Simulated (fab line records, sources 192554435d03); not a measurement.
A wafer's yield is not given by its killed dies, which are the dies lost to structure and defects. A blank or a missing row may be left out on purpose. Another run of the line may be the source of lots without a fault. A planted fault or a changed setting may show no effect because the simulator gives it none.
Lot-split experiment -- flow n5-finfet -- 39 wafers read from 7 lots, route of 1938 steps

THE SPLIT
At N5_MOL_CONTACT_COAG_ETCHBACK_134 (etches SiO2 in CHF3, target depth 10 nm, time 6.7 s), the setting target-depth-a was moved away from the recipe's 100 angstrom on 15 of the 39 wafers read, by -58.4% to +22.7%. This setting was run at the recipe's value on the other wafers.

Reading taken at the split's own step.

THE READING
CAR-EUV_of_MOL_CONTACT_COAG_COAT_34.thk-nm (the simulator's own value, which no gauge read), in nm, at N5_MOL_CONTACT_COAG_ETCHBACK_134 (etches SiO2 in CHF3, target depth 10 nm, time 6.7 s). There is no usual value for it anywhere in the file. The 24 wafers here that ran the recipe average 15.5 nm, standard deviation 0.15 nm.

wafer,"tool, chamber at the split","target-depth-a as run, angstrom",against the recipe,"CAR-EUV_of_MOL_CONTACT_COAG_COAT_34.thk-nm, nm",against lot-mates on the recipe
L076.1,"rie-diel-01, 1,0",117,+17.0%,15.4,+0.0
L076.5,"rie-diel-01, 1,0",117,+17.0%,15.4,+0.0
L076.2,"rie-diel-01, 0",100,recipe,15.4,-
L076.3,"rie-diel-01, 2",100,recipe,15.2,-
L076.4,"rie-diel-01, 3",117,+17.0%,15.2,-0.2
L076.6,"rie-diel-01, 3",100,recipe,15.6,-
L083.1,"rie-diel-04, 2,0,1,3",100,recipe,15.4,-
L083.2,"rie-diel-04, 2,0,1,3",100,recipe,15.4,-
L083.4,"rie-diel-04, 2,0,1,3",100,recipe,15.4,-
L083.5,"rie-diel-04, 2,0,1,3",100,recipe,15.4,-
L083.3,"rie-diel-04, 3,2",100,recipe,15.6,-
L083.6,"rie-diel-04, 3,2",100,recipe,15.6,-
L084.1,"rie-diel-01, 2",47.97,-52.0%,16.4,+0.9
L084.2,"rie-diel-01, 0,3",100,recipe,15.4,-
L084.3,"rie-diel-01, 0,3",100,recipe,15.4,-
L084.4,"rie-diel-01, 1",47.97,-52.0%,16.2,+0.7
L084.5,"rie-diel-01, 2",100,recipe,15.8,-
L084.6,"rie-diel-01, 3",47.97,-52.0%,16,+0.5
L085.1,"rie-diel-04, 3",100,recipe,15.4,-
L085.2,"rie-diel-04, 2",122.7,+22.7%,15.2,-0.4
L085.3,"rie-diel-04, 0",122.7,+22.7%,15.4,-0.2
L085.5,"rie-diel-04, 0",122.7,+22.7%,15.4,-0.2
L085.4,"rie-diel-04, 1",100,recipe,15.8,-
L085.6,"rie-diel-04, 1",100,recipe,15.6,-
L090.1,"rie-diel-04, 2,3,0",100,recipe,15.6,-
L090.3,"rie-diel-04, 2,3,0",100,recipe,15.6,-
L090.4,"rie-diel-04, 2,3,0",100,recipe,15.6,-
L090.2,"rie-diel-04, 1,2",41.59,-58.4%,16.2,+0.6
L090.6,"rie-diel-04, 1,2",41.59,-58.4%,16.2,+0.6
L090.5,"rie-diel-04, 1",41.59,-58.4%,16.4,+0.8
L093.1,"rie-diel-01, 0",100,recipe,15.4,-
L093.2,"rie-diel-01, 3,2",100,recipe,15.6,-
L093.6,"rie-diel-01, 3,2",100,recipe,15.6,-
L095.1,"rie-diel-04, 1",100,recipe,15.8,-
L095.2,"rie-diel-04, 3",100,recipe,15.6,-
L095.3,"rie-diel-04, 2,0",61.44,-38.6%,16,+0.4
L095.4,"rie-diel-04, 2,0",61.44,-38.6%,16,+0.4
L095.5,"rie-diel-04, 1",61.44,-38.6%,16.2,+0.6
L095.6,"rie-diel-04, 0",100,recipe,15.4,-
Where a row lists several chambers, the file gives one row for several wafers and doesn't say which wafer went through which chamber.

THE FIT
A straight line over all 39 wafers: CAR-EUV_of_MOL_CONTACT_COAG_COAT_34.thk-nm changes by -0.0125 nm for each +1% of target-depth-a; r = -0.91; the points scatter about the line by 0.14 nm.
The same after taking each lot's own level away (the mean of its wafers on the recipe; 39 wafers): -0.0115 nm for each +1%; r = -0.90; scatter 0.13 nm.
The reading moves by 0.67 nm for the largest change in target-depth-a, on that fit.
The span of the lots' own levels, 15.40 to 15.60 nm, comes to 1.3 times the standard deviation stated above.
The two slopes agree, so the slope changes little with the lot-to-lot level.
Check: for one of the wafers moved furthest among these (-58.4%), held out of the fit, the line's prediction against its lot-mates is +0.704 nm. It came out at +0.6 nm against them.

FURTHER SPLITS ON THESE WAFERS
Before the reading, these wafers also passed through other splits. Each is held against what the fit with the lots' levels taken away leaves over:
other split on the same wafers,wafers away from the commonest value,r with CAR-EUV_of_MOL_CONTACT_COAG_COAT_34.thk-nm (lot level and that fit taken away)
N5_FIN_SAQP_HM_DEP_03 target-thk-a,18,-0.06
N5_DUMMY_GATE_ETCH_32 time-s,15,-0.07
N5_SD_EPI_N_EPI_21 time-s,6,+0.08
N5_MOL_CONTACT_COAG_SPUTTER_143 target-thk-a,15,-0.06

THE FILE'S OWN FIT
CAR-EUV_of_MOL_CONTACT_COAG_COAT_34.thk-nm changes by -0.0117 nm for each +1% of target-depth-a, r = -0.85.
